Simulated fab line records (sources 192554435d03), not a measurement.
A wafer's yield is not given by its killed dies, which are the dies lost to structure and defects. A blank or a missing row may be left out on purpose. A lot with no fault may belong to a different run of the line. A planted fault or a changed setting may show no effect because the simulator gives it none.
Split-lot experiment | flow n5Finfet | 33 wafers read across 7 lots, on a route 1938 steps long

== ABOUT THE SPLIT ==
At N5_BEOL_M11_TRENCH_ETCH_37 (etches SiCOH lowk in C4F6/O2, target depth 148.83 nm, time 48 s), the setting targetDepthA was moved away from the recipe's 1488.3 angstrom on 13 of the 33 wafers read, by -30.3% to +50.6%. All remaining wafers had this setting at the recipe value.

== FROM THE SPLIT TO THE READING: what the file shows between them, 8 steps ==
- N5_BEOL_M11_ETCH_41: etches SiCN in CH3F/O2, target depth 42.6 nm, time 86 s
- N5_BEOL_M11_STRIP_77: strips in N2/H2, time 10 s
- N5_BEOL_M11_OCD_MEAS_38
- N5_BEOL_M11_HM_STRIP_39: strips TiN in peroxide tin strip, target depth 25 nm, time 158 s
- N5_BEOL_M11_SRD_40: time 30 s
- N5_BEOL_M11_ECD_50: material Cu, target thk 318 nm
- N5_BEOL_M11_ANNEAL_51: time 90 s
- N5_BEOL_M11_CMP_52: polishes, stops on SiCOH lowk, t overpolish 7 s, target thk 140 nm

== THE READING ==
M11_THK, in nm, at N5_BEOL_M11_THK_MEAS_53 (measures by xrf). On this fab line, fault-free wafers typically give 137 nm with a standard deviation of 3 nm.

wafer  | tool, chamber at the split | targetDepthA as run, angstrom | against the recipe | M11_THK, nm | against lot-mates on the recipe
L075.2 | rieDiel-03, 1              | 1488.3                        | recipe             | 134         | -
L075.3 | rieDiel-03, 2              | 1488.3                        | recipe             | 138         | -
L075.4 | rieDiel-03, 0              | 1037                          | -30.3%             | 91          | -45
L077.2 | rieDiel-06, 3              | 1488.3                        | recipe             | 139         | -
L077.5 | rieDiel-06, 3              | 1488.3                        | recipe             | 141         | -
L077.6 | rieDiel-06, 2              | 1488.3                        | recipe             | 136         | -
L078.1 | rieDiel-05, 0              | 2202                          | +48.0%             | 206         | +67
L078.2 | rieDiel-05, 2              | 2202                          | +48.0%             | 210         | +71
L078.3 | rieDiel-05, 1              | 1488.3                        | recipe             | 141         | -
L078.4 | rieDiel-05, 2              | 1488.3                        | recipe             | 139         | -
L078.5 | rieDiel-05, 0              | 1488.3                        | recipe             | 137         | -
L078.6 | rieDiel-05, 1              | 2202                          | +48.0%             | 210         | +71
L076.1 | rieDiel-05, 1              | 1163                          | -21.9%             | 109         | -30
L076.2 | rieDiel-05, 2              | 1488.3                        | recipe             | 140         | -
L076.3 | rieDiel-05, 0              | 1163                          | -21.9%             | 108         | -31
L076.4 | rieDiel-05, 2              | 1488.3                        | recipe             | 138         | -
L076.5 | rieDiel-05, 1              | 1488.3                        | recipe             | 140         | -
L076.6 | rieDiel-05, 0              | 1163                          | -21.9%             | 105         | -34
L093.2 | rieDiel-06, 2              | 1488.3                        | recipe             | 136         | -
L093.4 | rieDiel-06, 3              | 1488.3                        | recipe             | 140         | -
L093.5 | rieDiel-06, 0              | 1488.3                        | recipe             | 139         | -
L094.1 | rieDiel-06, 2              | 2242                          | +50.6%             | 208         | +70
L094.2 | rieDiel-06, 3              | 1488.3                        | recipe             | 139         | -
L094.3 | rieDiel-06, 1              | 2242                          | +50.6%             | 211         | +73
L094.4 | rieDiel-06, 0              | 2242                          | +50.6%             | 208         | +70
L094.5 | rieDiel-06, 2              | 1488.3                        | recipe             | 136         | -
L094.6 | rieDiel-06, 1              | 1488.3                        | recipe             | 138         | -
L097.1 | rieDiel-05, 0              | 1071                          | -28.0%             | 94          | -44
L097.2 | rieDiel-05, 1              | 1488.3                        | recipe             | 138         | -
L097.3 | rieDiel-05, 2              | 1488.3                        | recipe             | 136         | -
L097.4 | rieDiel-05, 3              | 1071                          | -28.0%             | 95          | -43
L097.5 | rieDiel-05, 0              | 1071                          | -28.0%             | 95          | -43
L097.6 | rieDiel-05, 1              | 1488.3                        | recipe             | 139         | -

THE FIT
A straight line over all 33 wafers: M11_THK changes by +1.45 nm for each +1% of targetDepthA; r = +1.00; the points scatter about the line by 2.2 nm.
The same after taking each lot's own level away (the mean of its wafers on the recipe; 33 wafers): +1.45 nm for each +1%; r = +1.00; scatter 1.8 nm.
The reading moves by 73 nm for the largest change in targetDepthA, on that fit.
The lots' own levels span 136.0 to 139.3 nm, that is 1.1 times the standard deviation above.
The two slopes agree, so the slope changes little with the lot-to-lot level.
Check: for one of the wafers moved furthest among these (+50.6%), held out of the fit, the line's prediction against its lot-mates is +73.4 nm. It came out at +70.3 nm against them.

== THE WHOLE CHAIN: every reading that the file lists as answering this split, in the file's order ==
step                       | what it does                                                       | reading                                                                          | change (the file's fit)                                                              | r (the file's)
N5_BEOL_M11_TRENCH_ETCH_37 | etches SiCOH lowk in C4F6/O2, target depth 148.83 nm, time 48 s    | etch.depthNm (the simulator's own value, which no gauge read)                    | +1.48 nm for each +1% of the setting                                                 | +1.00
N5_BEOL_M11_TRENCH_ETCH_37 | etches SiCOH lowk in C4F6/O2, target depth 148.83 nm, time 48 s    | BEOL_M11.featureDepthNm (the simulator's own value, which no gauge read)         | +1.48 nm for each +1% of the setting                                                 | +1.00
N5_BEOL_M11_TRENCH_ETCH_37 | etches SiCOH lowk in C4F6/O2, target depth 148.83 nm, time 48 s    | TiN_of_BEOL_M11_HM_DEP_02.thkNm (the simulator's own value, which no gauge read) | -0.0406 nm for each +1% of the setting                                               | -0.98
N5_BEOL_M11_OCD_MEAS_38    |                                                                    | trenchDepthNm                                                                    | +1.49 nm for each +1% of the setting                                                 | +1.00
N5_BEOL_M11_CMP_52         | polishes, stops on SiCOH lowk, t overpolish 7 s, target thk 140 nm | Cu_of_BEOL_M11_ECD_50.thkNm (the simulator's own value, which no gauge read)     | +1.47 nm for each +1% of the setting                                                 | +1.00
N5_BEOL_M11_THK_MEAS_53    | measures by xrf                                                    | M11_THK                                                                          | +1.45 for each +1% of the setting                                                    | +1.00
N5_BEOL_M11_RS_MEAS_57     | measures by four-point-probe                                       | M11_RS                                                                           | not straight: 0.241 at the lowest setting, 0.150 at the recipe, 0.096 at the highest | not given

== THE FILE'S OWN FIT ==
M11_THK changes by +1.45 nm for each +1% of targetDepthA, r = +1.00.
